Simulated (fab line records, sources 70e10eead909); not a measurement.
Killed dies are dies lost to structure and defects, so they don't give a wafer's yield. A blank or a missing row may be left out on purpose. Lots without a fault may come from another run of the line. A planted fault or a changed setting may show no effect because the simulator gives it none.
Chamber matching | flow nand_harc | NHARC_A_CONTACT_ETCH_91 on rie_diel-07: 4 sister chambers
The step etches the open film in CH3F/O2, target depth 40 nm, time 85.7 s. 24 wafers are shown with their chamber, then 12 later ones without.

WAFERS WITH THEIR CHAMBER
wafer  | chamber | showerhead_plenum_p_Torr (Torr) | rf_vpp_V (V) | throttle_valve_pct (%)
L074.4 | 1       | 2.57                            | 245.6        | 20.660
L074.5 | 1       | 2.57                            | 244.3        | 20.669
L074.6 | 0       | 2.51                            | 244.5        | 20.660
L076.3 | 2       | 2.53                            | 245.7        | 20.680
L076.5 | 3       | 2.34                            | 242.2        | 20.662
L076.6 | 0       | 2.51                            | 244.6        | 20.652
L081.1 | 0       | 2.51                            | 245.1        | 20.667
L081.2 | 1       | 2.57                            | 245.5        | 20.659
L081.4 | 3       | 2.33                            | 242.0        | 20.673
L084.1 | 3       | 2.33                            | 243.8        | 20.658
L084.2 | 0       | 2.51                            | 244.6        | 20.656
L084.4 | 1       | 2.57                            | 246.2        | 20.662
L085.2 | 0       | 2.51                            | 245.2        | 20.660
L085.4 | 1       | 2.57                            | 245.1        | 20.668
L085.6 | 0       | 2.51                            | 245.0        | 20.651
L087.1 | 0       | 2.51                            | 244.1        | 20.660
L087.5 | 1       | 2.57                            | 245.1        | 20.652
L087.6 | 2       | 2.53                            | 244.8        | 20.663
L089.4 | 1       | 2.57                            | 245.7        | 20.662
L089.5 | 3       | 2.33                            | 243.2        | 20.679
L089.6 | 2       | 2.53                            | 245.0        | 20.667
L090.1 | 1       | 2.57                            | 245.7        | 20.674
L090.4 | 3       | 2.33                            | 242.1        | 20.651
L090.5 | 3       | 2.33                            | 244.2        | 20.655

SIGNATURES (means of the wafers above)
reading                  | chamber 0 | chamber 1 | chamber 2 | chamber 3 | scatter within a chamber
showerhead_plenum_p_Torr | 2.5100    | 2.5700    | 2.5300    | 2.3317    | 0.00204
rf_vpp_V                 | 244.729   | 245.400   | 245.167   | 242.917   | 0.638
throttle_valve_pct       | 20.65800  | 20.66325  | 20.67000  | 20.66300  | 0.00794
Rule: a wafer's distance from a chamber is the root of the sum, over the readings, of the square of ((its reading less the chamber's mean) divided by the reading's scatter). The wafer belongs to the nearest chamber; if the next one is less than 2 further off, it can't be placed. The scatter: the root of (the sum of the squares of (reading less its chamber's mean) over the shown wafers, divided by (wafers less chambers)).

WAFERS WITHOUT THEIR CHAMBER
wafer  | showerhead_plenum_p_Torr (Torr) | rf_vpp_V (V) | throttle_valve_pct (%)
L096.1 | 2.51                            | 244.6        | 20.682
L096.2 | 2.57                            | 247.3        | 20.659
L096.6 | 2.57                            | 245.3        | 20.667
L094.1 | 2.56                            | 247.8        | 20.671
L094.2 | 2.50                            | 245.8        | 20.668
L094.4 | 2.33                            | 243.5        | 20.662
L095.3 | 2.50                            | 243.9        | 20.657
L095.4 | 2.56                            | 245.3        | 20.660
L095.6 | 2.50                            | 245.4        | 20.676
L097.1 | 2.56                            | 245.7        | 20.664
L097.2 | 2.33                            | 242.6        | 20.662
L097.4 | 2.50                            | 245.1        | 20.647

WHICH CHAMBER EACH WENT THROUGH
wafer  | from the rows above | in truth
L096.1 | 0                   | 0
L096.2 | 1                   | 1
L096.6 | 1                   | 1
L094.1 | 1                   | 1
L094.2 | 0                   | 0
L094.4 | 3                   | 3
L095.3 | 0                   | 0
L095.4 | 1                   | 1
L095.6 | 0                   | 0
L097.1 | 1                   | 1
L097.2 | 3                   | 3
L097.4 | 0                   | 0
Placed correctly: 12 of 12. Can't be placed from these rows: 0. Placed wrongly: 0.
